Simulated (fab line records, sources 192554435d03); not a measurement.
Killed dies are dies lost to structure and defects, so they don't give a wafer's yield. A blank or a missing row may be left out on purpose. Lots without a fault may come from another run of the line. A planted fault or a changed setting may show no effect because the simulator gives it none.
Which tool did it? | flow n5_finfet | 7 lots, 19 wafers sampled, at 8 steps of a route of 1938

WHAT THE GAUGES READ, wafer by wafer
N5_BEOL_M7_OCD_MEAS_38.
lot  | measured     | on     | trench_depth_nm (nm)
L135 | day 9 10:28  | ocd-02 | 95.4 95.0 94.6
L141 | day 11 07:44 | ocd-02 | 95.1 93.8 92.8
L147 | day 12 21:11 | ocd-02 | 93.1 76.9
L151 | day 13 06:14 | ocd-02 | 78.0 76.0
L153 | day 14 10:05 | ocd-01 | 93.7 93.1 94.6
L154 | day 14 13:14 | ocd-02 | 92.3 94.5 93.7
L155 | day 14 13:23 | ocd-01 | 90.8 91.8 91.5

N5_BEOL_M7_CD_MEAS_35: target cd 40 nm.
lot  | measured     | on        | cd_nm (nm)
L135 | day 9 10:37  | cd_sem-03 | 40.0 40.2 40.2
L141 | day 11 07:53 | cd_sem-03 | 40.4 40.1 39.6
L147 | day 12 21:21 | cd_sem-02 | 39.6 39.5
L151 | day 13 06:23 | cd_sem-03 | 39.4 40.0
L153 | day 14 10:14 | cd_sem-01 | 39.5 38.9 40.1
L154 | day 14 13:23 | cd_sem-01 | 39.1 40.1 39.7
L155 | day 14 13:33 | cd_sem-02 | 40.0 39.7 39.3

N5_BEOL_M7_THK_MEAS_53: measures by xrf.
lot  | measured     | on            | M7_THK (nm)
L135 | day 9 14:14  | film_metro-01 | 83.4 83.6 81.4
L141 | day 11 10:59 | film_metro-02 | 81.0 81.5 79.5
L147 | day 13 00:16 | film_metro-02 | 82.5 64.2
L151 | day 13 08:36 | film_metro-01 | 65.3 62.7
L153 | day 14 14:16 | film_metro-01 | 82.4 80.3 82.1
L154 | day 14 15:33 | film_metro-02 | 80.5 81.1 81.1
L155 | day 14 15:50 | film_metro-02 | 79.3 79.9 81.8

N5_BEOL_M7_RS_MEAS_57: measures by four-point-probe.
lot  | measured     | on            | M7_RS (ohm/sq)
L135 | day 9 14:22  | film_metro-02 | 0.280 0.279 0.289
L141 | day 11 11:07 | film_metro-02 | 0.289 0.284 0.294
L147 | day 13 00:24 | film_metro-01 | 0.283 0.382
L151 | day 13 08:44 | film_metro-02 | 0.373 0.392
L153 | day 14 14:23 | film_metro-02 | 0.282 0.291 0.283
L154 | day 14 15:41 | film_metro-01 | 0.293 0.291 0.291
L155 | day 14 15:58 | film_metro-01 | 0.299 0.297 0.287

N5_BEOL_M15_RC_MEAS_101.
lot  | measured     | on        | COMB_M10 (S/m)          | COMB_M11 (S/m)             | COMB_M12 (S/m)          | COMB_M13 (S/m)          | COMB_M13_max_site (S/m)  | COMB_M14 (S/m)          | COMB_M15 (S/m)          | COMB_M5 (S/m)           | COMB_M5_max_site (S/m)  | COMB_M6 (S/m)           | COMB_M6_max_site (S/m)  | COMB_M8 (S/m)           | COMB_M9 (S/m)           | SERP_M10 (ohm/um) | SERP_M11 (ohm/um) | SERP_M12 (ohm/um) | SERP_M13 (ohm/um) | SERP_M14 (ohm/um) | SERP_M5 (ohm/um) | SERP_M6 (ohm/um) | SERP_M7 (ohm/um) | SERP_M7_max_site (ohm/um) | SERP_M8 (ohm/um) | SERP_M8_max_site (ohm/um) | SERP_M9 (ohm/um)
L135 | day 11 15:41 | prober-02 | 1.3e-11 1.2e-11 1.5e-11 | 1.46e-11 1.09e-11 1.15e-11 | 7e-12 5.9e-12 5.2e-12   | 4.7e-12 4.2e-12 7.1e-12 | 6.4e-12 6.3e-12 1.21e-11 | 3.1e-12 4.1e-12 3.8e-12 | 2.2e-12 3.3e-12 2.6e-12 | 5.6e-11 4.1e-11 7e-11   | 7.1e-11 5.1e-11 9.3e-11 | 2.8e-11 2.9e-11 2.6e-11 | 3.7e-11 4.4e-11 3.8e-11 | 2.9e-11 1.9e-11 3.4e-11 | 1.5e-11 1.3e-11 1.1e-11 | 3.21 3.04 3.04    | 3.11 3.13 3.06    | 0.631 0.641 0.633 | 0.308 0.306 0.312 | 0.161 0.162 0.165 | 37.8 38.3 38.1   | 14.5 14.1 14.3   | 13.6 13.5 13.7   | 14.1 13.9 14.2            | 14.1 14.1 13.1   | 14.4 14.3 13.7            | 3.08 3.11 3.07
L141 | day 13 19:29 | prober-01 | 1.2e-11 1.1e-11 1.2e-11 | 1.41e-11 1.14e-11 1.28e-11 | 8.4e-12 6.5e-12 5.8e-12 | 5.2e-12 3.8e-12 3.9e-12 | 8.7e-12 5.9e-12 5.1e-12  | 2.6e-12 4.1e-12 3.7e-12 | 2.8e-12 2.3e-12 2.8e-12 | 3.2e-11 2.5e-11 3.8e-11 | 4e-11 3.3e-11 4.6e-11   | 2.1e-11 2.7e-11 2e-11   | 3.1e-11 4.1e-11 3.3e-11 | 2.8e-11 3e-11 2.9e-11   | 1.7e-11 1.8e-11 2.1e-11 | 3.08 3.04 3.01    | 3.12 3.12 3.15    | 0.650 0.632 0.639 | 0.309 0.305 0.312 | 0.157 0.164 0.162 | 35.9 36.4 38.0   | 13.8 14.0 14.8   | 13.8 13.8 14.6   | 14.0 15.1 15.5            | 13.5 14.1 13.6   | 13.9 14.5 14.1            | 2.96 3.01 3.07
L147 | day 15 08:28 | prober-01 | 1.6e-11 1.4e-11         | 1.63e-11 1.43e-11          | 5.4e-12 6.3e-12         | 4.6e-12 5.1e-12         | 6.2e-12 6.4e-12          | 3.3e-12 3.9e-12         | 2.4e-12 2.7e-12         | 3.5e-11 4.5e-11         | 4.8e-11 6.3e-11         | 2.6e-11 2.7e-11         | 4.6e-11 3.8e-11         | 3.1e-11 2.3e-11         | 1.9e-11 1.4e-11         | 3.06 2.93         | 3.17 3.15         | 0.640 0.629       | 0.303 0.310       | 0.159 0.161       | 36.9 37.0        | 13.5 13.7        | 14.0 18.8        | 14.3 20.0                 | 14.2 13.1        | 14.7 13.7                 | 3.08 3.04
L151 | day 15 17:05 | prober-01 | 1.9e-11 1.2e-11         | 1.23e-11 1.01e-11          | 5.6e-12 6.9e-12         | 6.5e-12 3.5e-12         | 7.8e-12 4.4e-12          | 2.8e-12 2.5e-12         | 2.5e-12 2.7e-12         | 3.7e-11 3.8e-11         | 7e-11 5.1e-11           | 2.3e-11 2.2e-11         | 2.8e-11 3.8e-11         | 3.6e-11 2.1e-11         | 1.5e-11 8e-12           | 3.02 3.06         | 3.06 3.04         | 0.631 0.647       | 0.316 0.323       | 0.166 0.157       | 36.8 40.7        | 13.9 13.1        | 18.1 18.2        | 18.3 19.3                 | 13.6 13.3        | 14.1 14.3                 | 3.04 3.14
L153 | day 16 23:52 | prober-01 | 1.6e-11 1.3e-11 1.5e-11 | 1.15e-11 1.23e-11 1.55e-11 | 5.2e-12 6.6e-12 5.4e-12 | 3.4e-12 4.5e-12 4e-12   | 4e-12 5.5e-12 6.7e-12    | 3.1e-12 4.3e-12 4.3e-12 | 2.8e-12 2.9e-12 2.8e-12 | 2.8e-11 4.4e-11 2.5e-11 | 3.8e-11 7.6e-11 7.3e-11 | 1.8e-11 2.3e-11 1.4e-11 | 2.8e-11 2.8e-11 2.3e-11 | 1.9e-11 2.7e-11 1.9e-11 | 1e-11 1.7e-11 1.3e-11   | 3.07 3.05 2.95    | 3.16 3.14 3.10    | 0.630 0.601 0.623 | 0.317 0.317 0.315 | 0.161 0.161 0.159 | 36.9 40.4 40.2   | 14.6 13.8 13.7   | 14.0 14.8 13.7   | 14.3 15.5 14.2            | 13.3 13.9 13.3   | 13.6 14.7 14.1            | 3.10 3.20 3.06
L154 | day 17 05:43 | prober-02 | 1.2e-11 1.2e-11 1.1e-11 | 1.53e-11 1.09e-11 1.38e-11 | 5.8e-12 5.8e-12 6.5e-12 | 4.1e-12 6.2e-12 4.2e-12 | 7.7e-12 7.7e-12 7.5e-12  | 3.4e-12 3.4e-12 4.2e-12 | 2.9e-12 3.8e-12 2.8e-12 | 3.7e-11 3.3e-11 4.2e-11 | 4.7e-11 5.1e-11 6.7e-11 | 2.4e-11 2.8e-11 1.9e-11 | 2.9e-11 4.8e-11 2.3e-11 | 2.4e-11 1.9e-11 1.6e-11 | 1.1e-11 1.3e-11 1.4e-11 | 3.03 3.00 3.16    | 2.96 2.99 2.97    | 0.646 0.644 0.624 | 0.298 0.314 0.308 | 0.160 0.153 0.162 | 37.9 39.3 38.4   | 13.3 13.6 13.5   | 14.3 13.9 14.3   | 15.1 14.7 14.7            | 14.3 13.4 13.3   | 14.8 14.0 13.9            | 3.15 3.11 3.07
L155 | day 17 03:59 | prober-01 | 9e-12 1.6e-11 1.7e-11   | 1.81e-11 1.28e-11 1.6e-11  | 3.9e-12 4.6e-12 7.9e-12 | 4e-12 6.4e-12 4.7e-12   | 6.3e-12 8.1e-12 8e-12    | 3e-12 2.8e-12 3.8e-12   | 2.3e-12 3e-12 4.2e-12   | 3.8e-11 4.2e-11 3.2e-11 | 5.7e-11 7.1e-11 4.5e-11 | 2.6e-11 3.2e-11 2.5e-11 | 3.3e-11 4.2e-11 3.7e-11 | 2.8e-11 2.7e-11 1.9e-11 | 1.3e-11 1.1e-11 1.1e-11 | 3.11 3.04 3.14    | 3.28 3.17 3.27    | 0.627 0.639 0.613 | 0.300 0.314 0.300 | 0.158 0.165 0.167 | 41.5 41.3 42.0   | 14.3 13.9 14.0   | 14.4 14.4 14.3   | 14.7 14.7 14.7            | 13.5 14.2 13.7   | 14.0 14.5 14.1            | 3.23 3.17 3.24

WHICH TOOL RAN EACH LOT (tool, then ch and the chambers of the sampled wafers, then the start)
lot  | N5_BEOL_M7_DESCUM_33               | N5_BEOL_M7_TRENCH_ETCH_37          | N5_BEOL_M7_DEGAS_44
L135 | rie_diel-01 ch 1,2,3, day 9 10:02  | rie_diel-01 ch 1,2,3, day 9 10:18  | pvd_sputter-02, day 9 11:11
L141 | rie_diel-01 ch 1,2,3, day 11 07:19 | rie_diel-01 ch 1,2,3, day 11 07:35 | pvd_sputter-02, day 11 08:38
L147 | rie_diel-01 ch 0,2, day 12 20:46   | rie_diel-01 ch 0,2, day 12 21:02   | pvd_sputter-03, day 12 22:38
L151 | rie_diel-01 ch 2,3, day 13 05:48   | rie_diel-01 ch 2,3, day 13 06:04   | pvd_sputter-03, day 13 07:06
L153 | rie_diel-05 ch 2,3, day 14 09:40   | rie_diel-05 ch 2,3, day 14 09:56   | pvd_sputter-02, day 14 10:56
L154 | rie_diel-05 ch 1,2,3, day 14 12:49 | rie_diel-05 ch 1,2,3, day 14 13:05 | pvd_sputter-03, day 14 13:46
L155 | rie_diel-03 ch 1,2,3, day 14 12:58 | rie_diel-03 ch 1,2,3, day 14 13:14 | pvd_sputter-03, day 14 14:03
- N5_BEOL_M7_DESCUM_33: chemistry O2, time 7 s.
- N5_BEOL_M7_TRENCH_ETCH_37: etches SiCOH lowk in C4F6/O2, target depth 93.478 nm, time 31.2 s.
- N5_BEOL_M7_DEGAS_44: time 60 s.

WHAT THE TOOLS THEMSELVES READ (means of the sampled wafers that have a number; where no wafer has one, the mark that the record gives instead)
N5_BEOL_M7_DESCUM_33.
lot  | tool        | drypump_motor_current_A (A) | oes_product_au (a.u.) | rf_vpp_V (V) | showerhead_plenum_p_Torr (Torr) | throttle_valve_pct (%)
L135 | rie_diel-01 | 5.5                         | 0.89                  | 243.4        | 2.10                            | 20.2
L141 | rie_diel-01 | 5.5                         | 0.86                  | 242.4        | 2.10                            | 20.2
L147 | rie_diel-01 | 5.7                         | 0.77                  | 242.8        | 2.06                            | 20.4
L151 | rie_diel-01 | 5.4                         | 0.85                  | 242.2        | 2.08                            | 20.1
L153 | rie_diel-05 | 5.1                         | 0.81                  | 243.5        | 2.11                            | 20.3
L154 | rie_diel-05 | 5.5                         | 0.78                  | 242.8        | 2.10                            | 20.6
L155 | rie_diel-03 | 5.9                         | 0.74                  | 243.7        | 2.12                            | 20.4

N5_BEOL_M7_TRENCH_ETCH_37.
lot  | tool        | drypump_motor_current_A (A) | oes_f_703_au (a.u.) | oes_product_au (a.u.) | rf_vpp_V (V) | showerhead_plenum_p_Torr (Torr) | throttle_valve_pct (%)
L135 | rie_diel-01 | 5.5                         | 0.89                | 0.89                  | 671          | 2.85                            | 20.69
L141 | rie_diel-01 | 5.5                         | 0.86                | 0.86                  | 671          | 2.85                            | 20.71
L147 | rie_diel-01 | 5.7                         | 0.78                | 0.72                  | 666          | 2.79                            | 20.77
L151 | rie_diel-01 | 5.4                         | 0.85                | 0.75                  | 668          | 2.83                            | 20.59
L153 | rie_diel-05 | 5.1                         | 0.82                | 0.81                  | 654          | 2.87                            | 20.75
L154 | rie_diel-05 | 5.6                         | 0.79                | 0.79                  | 658          | 2.86                            | 21.04
L155 | rie_diel-03 | 5.9                         | 0.75                | 0.74                  | 666          | 2.88                            | 20.89

N5_BEOL_M7_DEGAS_44.
lot  | tool           | heater_power_w (W)
L135 | pvd_sputter-02 | 345
L141 | pvd_sputter-02 | 370
L147 | pvd_sputter-03 | 296
L151 | pvd_sputter-03 | 315
L153 | pvd_sputter-02 | 284
L154 | pvd_sputter-03 | 324
L155 | pvd_sputter-03 | 312

THE ANSWER, worked out from the rows above alone
Rule: what is usual is taken from the lots themselves. Put in order of their means at a reading, lots are off if they are a third of the lots or fewer, leave a main group of 4 or more, and stand apart from it by a gap of 3 or more times the standard deviation of the main group's means; of several such gaps the widest counts. A main group whose means are all the same, to the digits that the tables above print for the reading, isn't used. A lot without any number at a reading at which 4 lots or more have one is off too. The other lots that the step has rows for count as sound. The gauges are gone through in route order, then the tools' own readings, and for those a lot's mean is taken as printed above. The first step at which some lot is off is used, and at that step the reading that is off furthest; a lot without a number counts as furthest.
Off: L147, L151, at N5_BEOL_M7_OCD_MEAS_38 (trench_depth_nm). The main group: mean 93.5 nm, standard deviation 1.2.
A tool fits if, at a process step before that reading, it ran every lot that is off, and no sound lot after the first of them. The gauges at N5_BEOL_M7_OCD_MEAS_38 aren't tried: what is off there is off at N5_BEOL_M7_THK_MEAS_53 too, on other tools, and a gauge's error can't cause that. One fits: rie_diel-01 at N5_BEOL_M7_DESCUM_33 and N5_BEOL_M7_TRENCH_ETCH_37. At N5_BEOL_M7_DESCUM_33 its last sound lot is L141 (day 11 07:19), its first lot that is off L147 (day 12 20:46): a fault that began between those two fits.

WHAT THE SIMULATOR HAD PUT IN
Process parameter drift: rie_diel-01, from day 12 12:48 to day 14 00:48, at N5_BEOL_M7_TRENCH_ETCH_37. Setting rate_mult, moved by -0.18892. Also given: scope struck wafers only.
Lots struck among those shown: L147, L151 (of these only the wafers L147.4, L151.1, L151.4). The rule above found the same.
